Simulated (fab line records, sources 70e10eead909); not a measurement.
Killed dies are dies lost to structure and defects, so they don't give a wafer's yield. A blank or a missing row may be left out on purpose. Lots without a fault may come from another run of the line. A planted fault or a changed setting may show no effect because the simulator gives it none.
Which tool did it? | flow nand_harc | 14 lots, 42 wafers sampled, at 4 steps of a route of 1302

WHAT THE GAUGES READ, wafer by wafer
The record holds no reading of a measuring or inspecting step that can be judged against a usual standard deviation.

WHICH TOOL RAN EACH LOT (tool, then ch and the chambers of the sampled wafers, then the start)
lot  | NHARC_A_STAIRCASE_TRIM_202                    | NHARC_A_STAIRCASE_ETCH_203                    | NHARC_A_STAIRCASE_STRIP_205          | NHARC_A_STAIRCASE_ETCH_230
L854 | rie_diel-05 ch 0,2, day 15 22:41 or earlier   | rie_diel-05 ch 0,1, day 15 22:41 or earlier   | plasma_asher-02 ch 0,1, day 15 22:41 | rie_diel-12 ch 0,1,2, day 16 02:35
L856 | rie_diel-05 ch 0,1,2, day 16 22:05 or earlier | rie_diel-05 ch 0,1,2, day 16 22:05 or earlier | plasma_asher-01 ch 0,1, day 16 22:05 | rie_diel-12 ch 0,1,3, day 17 00:56
L858 | rie_diel-09 ch 0,2,3, day 17 07:58 or earlier | rie_diel-09 ch 1,2,3, day 17 07:58 or earlier | plasma_asher-01 ch 0,1, day 17 07:58 | rie_diel-12 ch 0,3, day 17 10:44
L859 | rie_diel-12 ch 0,1,2, day 18 06:47 or earlier | rie_diel-12 ch 0,1,3, day 18 06:47 or earlier | plasma_asher-02 ch 0,1, day 18 06:47 | rie_diel-12 ch 0,2,3, day 18 09:37
L860 | rie_diel-12 ch 1,2,3, day 18 06:49 or earlier | rie_diel-12 ch 0,1,2, day 18 06:49 or earlier | plasma_asher-01 ch 0,1, day 18 06:49 | rie_diel-12 ch 0,2,3, day 18 14:25
L861 | rie_diel-09 ch 0,1,2, day 18 17:58 or earlier | rie_diel-09 ch 0,2,3, day 18 17:58 or earlier | plasma_asher-02 ch 0,1, day 18 17:58 | rie_diel-05 ch 0,2,3, day 18 20:41
L862 | rie_diel-12 ch 1,2, day 19 02:09 or earlier   | rie_diel-12 ch 0,1,2, day 19 02:09 or earlier | plasma_asher-01 ch 0,1, day 19 02:09 | rie_diel-12 ch 2,3, day 19 04:51
L863 | rie_diel-05 ch 0,1,3, day 19 15:52 or earlier | rie_diel-05 ch 1,2,3, day 19 15:52 or earlier | plasma_asher-01 ch 0,1, day 19 15:52 | rie_diel-05 ch 0,1, day 19 18:45
L866 | rie_diel-12 ch 0,2,3, day 21 09:22 or earlier | rie_diel-12 ch 1,2, day 21 09:22 or earlier   | plasma_asher-02 ch 0,1, day 21 09:22 | rie_diel-12 ch 0,2, day 21 12:35
L868 | rie_diel-09 ch 0,1,2, day 22 10:12 or earlier | rie_diel-09 ch 0,1,2, day 22 10:12 or earlier | plasma_asher-01 ch 0,1, day 22 10:12 | rie_diel-12 ch 0,1,2, day 22 13:14
L870 | rie_diel-12 ch 0,3, day 23 01:44 or earlier   | rie_diel-12 ch 0,1,3, day 23 01:44 or earlier | plasma_asher-02 ch 0,1, day 23 01:44 | rie_diel-12 ch 0,1,3, day 23 04:26
L872 | rie_diel-09 ch 1,2,3, day 23 17:33 or earlier | rie_diel-09 ch 0,2,3, day 23 17:33 or earlier | plasma_asher-02 ch 0,1, day 23 17:33 | rie_diel-05 ch 1,2,3, day 23 20:22
L873 | rie_diel-12 ch 1,2,3, day 23 21:25 or earlier | rie_diel-12 ch 2,3, day 23 21:25 or earlier   | plasma_asher-01 ch 0,1, day 23 21:25 | rie_diel-12 ch 1,3, day 24 00:06
L877 | rie_diel-05 ch 1,2, day 26 00:53 or earlier   | rie_diel-05 ch 1,3, day 26 00:53 or earlier   | plasma_asher-02 ch 0,1, day 26 00:53 | rie_diel-05 ch 1,3, day 26 03:53
- NHARC_A_STAIRCASE_TRIM_202: chemistry O2, time 211.2 s.
- NHARC_A_STAIRCASE_ETCH_203: etches the open film in C4F8/O2, target depth 100 nm, time 40.5 s.
- NHARC_A_STAIRCASE_STRIP_205: strips in O2.
- NHARC_A_STAIRCASE_ETCH_230: etches the open film in C4F8/O2, target depth 100 nm, time 40.5 s.

WHAT THE TOOLS THEMSELVES READ (means of the sampled wafers that have a number; where no wafer has one, the mark that the record gives instead)
NHARC_A_STAIRCASE_TRIM_202. Usual: drypump_motor_current_A 5.7 A, standard deviation 0.49; mfc_ar_sccm 0.005 sccm, standard deviation 0.0071; o2_flow_sccm 499.9 sccm, standard deviation 1.6; oes_product_au 1.004 a.u., standard deviation 0.012; rf_vpp_V 57.7 V, standard deviation 0.88; showerhead_plenum_p_Torr 3.54 Torr, standard deviation 0.16; throttle_valve_pct 17.036 %, standard deviation 0.0091.
lot  | tool        | drypump_motor_current_A (A) | mfc_ar_sccm (sccm) | o2_flow_sccm (sccm) | oes_product_au (a.u.) | rf_vpp_V (V) | showerhead_plenum_p_Torr (Torr) | throttle_valve_pct (%) | flag
L854 | rie_diel-05 | 6.3                         | 0.000              | 499.7               | 1.009                 | 58.4         | 3.52                            | 17.038                 |
L856 | rie_diel-05 | 5.8                         | 0.000              | 502.2               | 1.004                 | 57.2         | 3.49                            | 17.027                 |
L858 | rie_diel-09 | 6.0                         | 0.013              | 500.0               | 1.006                 | 58.1         | 3.56                            | 17.040                 |
L859 | rie_diel-12 | 5.7                         | 0.003              | 499.2               | 1.012                 | 57.6         | 3.70                            | 17.033                 |
L860 | rie_diel-12 | 5.3                         | 0.006              | 500.1               | 1.020                 | 58.1         | 3.58                            | 17.033                 |
L861 | rie_diel-09 | 6.1                         | 0.007              | 499.3               | 1.007                 | 57.0         | 3.61                            | 17.043                 |
L862 | rie_diel-12 | 5.3                         | 0.003              | 501.0               | 1.015                 | 58.5         | 3.72                            | 17.039                 |
L863 | rie_diel-05 | 5.3                         | 0.003              | 499.1               | 0.999                 | 58.1         | 3.45                            | 17.037                 |
L866 | rie_diel-12 | 5.6                         | 0.006              | 499.7               | 1.009                 | 57.5         | 3.55                            | 17.031                 |
L868 | rie_diel-09 | 6.1                         | 0.007              | 500.2               | 1.002                 | 58.0         | 3.60                            | 17.039                 |
L870 | rie_diel-12 | 5.4                         | 0.007              | 499.8               | 1.010                 | 57.9         | 3.46                            | 17.038                 |
L872 | rie_diel-09 | 6.0                         | 0.013              | 500.0               | 0.984                 | 57.7         | 3.65                            | 17.044                 |
L873 | rie_diel-12 | 5.3                         | 0.006              | 499.5               | 1.018                 | 57.8         | 3.56                            | 17.040                 |
L877 | rie_diel-05 | 5.8                         | 0.000              | 499.8               | 1.003                 | 57.6         | 3.38                            | 17.029                 |

NHARC_A_STAIRCASE_ETCH_203. Usual: oes_product_au 0.944 a.u., standard deviation 0.014; rf_fwd_power_W 592.5 W, standard deviation 2.8; rf_vpp_V 896 V, standard deviation 5.7.
lot  | tool        | oes_product_au (a.u.) | rf_fwd_power_W (W) | rf_vpp_V (V) | flag
L854 | rie_diel-05 | 0.949                 | 592.0              | 896          |
L856 | rie_diel-05 | 0.952                 | 590.8              | 894          |
L858 | rie_diel-09 | 0.952                 | 593.3              | 902          |
L859 | rie_diel-12 | 0.938                 | 594.1              | 900          |
L860 | rie_diel-12 | 0.946                 | 591.6              | 902          |
L861 | rie_diel-09 | 0.957                 | 590.2              | 897          |
L862 | rie_diel-12 | 0.934                 | 593.9              | 904          |
L863 | rie_diel-05 | 0.935                 | 592.9              | 891          |
L866 | rie_diel-12 | 0.952                 | 594.1              | 902          |
L868 | rie_diel-09 | 0.951                 | 591.1              | 899          |
L870 | rie_diel-12 | 0.936                 | 592.8              | 897          |
L872 | rie_diel-09 | 0.934                 | 589.7              | 897          |
L873 | rie_diel-12 | 0.941                 | 594.1              | 892          |
L877 | rie_diel-05 | 0.935                 | 596.2              | 890          |

NHARC_A_STAIRCASE_STRIP_205. Usual: drypump_motor_current_A 5.7 A, standard deviation 0.37; heater_power_w 333 W, standard deviation 35.
lot  | tool            | drypump_motor_current_A (A) | heater_power_w (W) | flag
L854 | plasma_asher-02 | 5.7                         | 303                |
L856 | plasma_asher-01 | 5.8                         | 357                |
L858 | plasma_asher-01 | 5.6                         | 366                |
L859 | plasma_asher-02 | 5.5                         | 299                |
L860 | plasma_asher-01 | 5.8                         | 357                |
L861 | plasma_asher-02 | 5.5                         | 301                |
L862 | plasma_asher-01 | 5.9                         | 359                |
L863 | plasma_asher-01 | 5.8                         | 355                |
L866 | plasma_asher-02 | 5.5                         | 293                |
L868 | plasma_asher-01 | 5.6                         | 363                |
L870 | plasma_asher-02 | 5.8                         | 306                |
L872 | plasma_asher-02 | 5.5                         | 298                |
L873 | plasma_asher-01 | 5.6                         | 387                |
L877 | plasma_asher-02 | 5.8                         | 308                |

NHARC_A_STAIRCASE_ETCH_230. Usual: oes_product_au 0.957 a.u., standard deviation 0.02; rf_fwd_power_W 593.0 W, standard deviation 2.6; rf_vpp_V 896 V, standard deviation 5.9.
lot  | tool        | oes_product_au (a.u.) | rf_fwd_power_W (W) | rf_vpp_V (V) | flag
L854 | rie_diel-12 | 0.976                 | 593.7              | 903          |
L856 | rie_diel-12 | 0.979                 | 593.1              | 900          |
L858 | rie_diel-12 | 0.944                 | 591.6              | 899          |
L859 | rie_diel-12 | 0.954                 | 594.1              | 897          |
L860 | rie_diel-12 | 0.977                 | 594.3              | 897          |
L861 | rie_diel-05 | 0.956                 | 592.7              | 894          |
L862 | rie_diel-12 | 0.971                 | 595.6              | 895          |
L863 | rie_diel-05 | 0.952                 | 592.1              | 895          |
L866 | rie_diel-12 | 0.947                 | 592.3              | 899          |
L868 | rie_diel-12 | 0.985                 | 592.3              | 901          |
L870 | rie_diel-12 | 1.030                 | 673.4              | 898          | OFF
L872 | rie_diel-05 | 0.968                 | 590.7              | 892          |
L873 | rie_diel-12 | 1.133                 | 752.3              | 899          | OFF
L877 | rie_diel-05 | 0.941                 | 593.3              | 890          |

THE ANSWER, worked out from the rows above alone
Rule: a lot is off if the mean of its wafers that have a number lies more than 3 standard deviations from the usual mean. A lot without any number at a reading at which 4 lots or more have one is off too. The other lots that the step has rows for count as sound. The gauges are gone through in route order, then the tools' own readings, and for those a lot's mean is taken as printed above. The first step at which some lot is off is used, and at that step the reading that is off furthest; a lot without a number counts as furthest.
Off: L870, L873, at NHARC_A_STAIRCASE_ETCH_230 (rf_fwd_power_W).
A tool fits if, at that step or a process step before it, it ran every lot that is off, and no sound lot after the first of them. NHARC_A_STAIRCASE_TRIM_202 gives no start for some lots, so the hours and the order of its lots are those of NHARC_A_STAIRCASE_STRIP_205. NHARC_A_STAIRCASE_ETCH_203 gives no start for some lots, so the hours and the order of its lots are those of NHARC_A_STAIRCASE_STRIP_205. One fits: rie_diel-12 at NHARC_A_STAIRCASE_TRIM_202 and NHARC_A_STAIRCASE_ETCH_203 and NHARC_A_STAIRCASE_ETCH_230. At NHARC_A_STAIRCASE_TRIM_202 its last sound lot is L866 (day 21 09:22), its first lot that is off L870 (day 23 01:44): a fault that began between those two fits.

WHAT THE SIMULATOR HAD PUT IN
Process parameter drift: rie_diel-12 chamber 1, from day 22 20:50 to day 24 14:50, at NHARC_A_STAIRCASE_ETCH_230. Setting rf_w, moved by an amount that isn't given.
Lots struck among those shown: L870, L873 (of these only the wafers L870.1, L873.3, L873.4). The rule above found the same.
